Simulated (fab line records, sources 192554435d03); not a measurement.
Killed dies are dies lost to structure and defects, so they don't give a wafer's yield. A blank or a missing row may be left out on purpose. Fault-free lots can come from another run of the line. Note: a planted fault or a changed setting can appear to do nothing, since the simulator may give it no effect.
Which tool did it? -- flow n5_finfet -- 24 lots (72 wafers sampled), 1 step of a 1938-step route

## WHAT THE GAUGES SHOWED, per wafer
N5_BEOL_M3_OVL_MEAS_12.
lot,measured,on,M3_OVL (nm)
L074,day 7 05:45,overlay-02,1.7 0.8 1.0
L075,day 7 11:38,overlay-02,-0.4 -0.7 -0.4
L076,day 7 13:08,overlay-02,-0.1 -1.4 -0.9
L077,day 7 16:57,overlay-02,-0.1 0.2 1.4
L078,day 7 18:27,overlay-01,-0.5 -0.9 -0.7
L079,day 7 21:40,overlay-02,-0.5 -0.7 0.4
L080,day 8 08:16,overlay-02,-0.5 0.1 0.0
L081,day 9 00:45,overlay-01,-0.1 -0.1 -0.5
L082,day 9 01:08,overlay-01,-0.2 -1.7 -1.7
L083,day 9 03:57,overlay-02,-0.2 0.4 -0.7
L084,day 9 04:34,overlay-02,0.6 0.8 0.6
L085,day 9 22:05,overlay-02,-0.4 0.6 -0.1
L086,day 10 02:14,overlay-02,-0.7 -1.4 -0.6
L087,day 10 07:47,overlay-01,-0.4 -0.1 -0.8
L089,day 10 13:05,overlay-01,-1.5 -1.7 -0.7
L088,day 10 20:05,overlay-01,0.0 1.1 -0.8
L090,day 10 22:23,overlay-01,-0.4 -1.1 -0.3
L091,day 11 06:43,overlay-02,-0.7 0.2 -0.4
L092,day 11 12:54,overlay-01,0.7 0.8 0.7
L093,day 12 02:02,overlay-01,-0.9 0.2 -0.6
L094,day 12 12:25,overlay-01,-0.4 1.6 1.1
L097,day 12 22:16,overlay-01,-0.3 0.0 -0.6
L095,day 12 23:13,overlay-02,-0.8 -0.6 0.1
L096,day 13 04:50,overlay-02,0.4 -0.3 -0.7

## EACH LOT AND THE TOOL THAT RAN IT (in order: tool; ch and the chambers of the sampled wafers; start)
The record holds no process step before these readings.

## WHAT THE TOOLS THEMSELVES READ (means of the sampled wafers that have a number; where no wafer has one, the mark that the record gives instead)
The record holds no such reading with a usual standard deviation.

## THE ANSWER, worked out from the rows above alone
Rule: the lots themselves supply what counts as usual. The widest of any qualifying gaps counts: lots, ordered by their means at a reading, are off when they make up no more than a third of the lots, leave a main group of 4 or more, and stand apart from it by 3 or more times the standard deviation of that group's means. Not used: any main group whose means are identical at the precision the tables above print for the reading. A lot without any number at a reading at which 4 lots or more have one is off too. Where the step has rows for the other lots, those lots are counted as sound. Order of review: gauges by route order, followed by the tools' own readings, for which a lot's mean as printed above is used. At the first step where some lot is off, the reading lying furthest off is the one used; lots without a number count as furthest.
None of the lots is off at any reading shown; this tells nothing.

## WHAT THE SIMULATOR HAD INSERTED
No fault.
